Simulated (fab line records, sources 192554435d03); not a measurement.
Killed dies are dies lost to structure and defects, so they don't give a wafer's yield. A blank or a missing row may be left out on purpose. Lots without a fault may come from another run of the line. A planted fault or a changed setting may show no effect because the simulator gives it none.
Problem report in the 8D (eight disciplines) form, filled by code | flow n5_finfet | the parts of the form that need people (team, actions taken, sign-off) are left out

1. THE PROBLEM
etch_rf_on_time_s at N5_MOL_CONTACT_COAG_ETCH_89 reads a mean of 16.47 s on 2 wafers of 2 lots; wafers without a fault read 10.39 s with a standard deviation of 0.14. That is +43 standard deviations from the usual mean.
The step: etches underlayer in N2/H2, target depth 13 nm, time 10.4 s.
First seen on wafer L803.1, day 8 19:47, on rie_diel-05. The record holds 25 wafers of 9 lots with a number at this step. Rule for "out", or "out of limits": more than 4 standard deviations from the usual mean. The other wafers with a number count as sound.

2. WHAT IT IS AND WHAT IT IS NOT
question                    | is                | is not
which readings at this step | etch_rf_on_time_s | drypump_motor_current_A, n2_flow_sccm, rf_vpp_V, showerhead_plenum_p_Torr
which lots                  | L803, L805        | L790, L793, L797, L798, L808, L809, L811
which wafers of those lots  | L803.1, L805.1    | L803.6, L805.2
read on which tools         | rie_diel-05       | rie_diel-04, rie_diel-06
when                        | from day 8 19:47  | up to then (13 sound wafers); but 10 sound wafers of L805, L808, L809, L811 came after

3. SUSPECTS, AND WHAT RULES EACH OUT
Counting: a tool at a process step up to the reading stays a suspect if it ran every lot that is out. Sound lots after the first of them don't rule it out here, since some wafers of a struck lot are sound.
- rie_diel-05 at N5_MOL_CONTACT_COAG_ETCH_89 (etches underlayer in N2/H2, target depth 13 nm, time 10.4 s): kept. It ran every lot that is out, first L803 (day 8 19:47); its last sound lot up to then is L798 (day 7 19:46). Its own readings are out on those wafers: etch_rf_on_time_s.
Left after counting: rie_diel-05 at N5_MOL_CONTACT_COAG_ETCH_89.

4. THE CAUSE (what the simulator had put in)
Process parameter drift: rie_diel-05, from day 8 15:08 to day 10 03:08, at N5_MOL_CONTACT_COAG_ETCH_89. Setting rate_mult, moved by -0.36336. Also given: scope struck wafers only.
Counting left only this tool.

5. THE CHAIN OF EFFECTS, in route order
Each row: a reading whose mean over the struck wafers that have a number lies more than 3 standard deviations from the usual. Only readings for which the record gives a usual standard deviation are gone through. hours: the time from each lot's start at the first step in this table that gives one to its start at this step, as a median over the lots. sigmas: the change in usual standard deviations.
hours | step                        | reading           | usual   | on struck wafers | change | sigmas
0     | N5_MOL_CONTACT_COAG_ETCH_89 | etch_rf_on_time_s | 10.39 s | 16.47            | +6.08  | +43
The process steps in it:
- N5_MOL_CONTACT_COAG_ETCH_89: etches underlayer in N2/H2, target depth 13 nm, time 10.4 s.
Later measuring or inspecting steps at which every struck wafer that the step has a row for has a number for every such reading, and none has moved that far: N5_BEOL_M4_RC_MEAS_101.

6. WHAT WOULD HAVE CAUGHT IT SOONER
In this record the first reading out of limits was taken at day 8 19:47, 5 hours after the fault began at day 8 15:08.
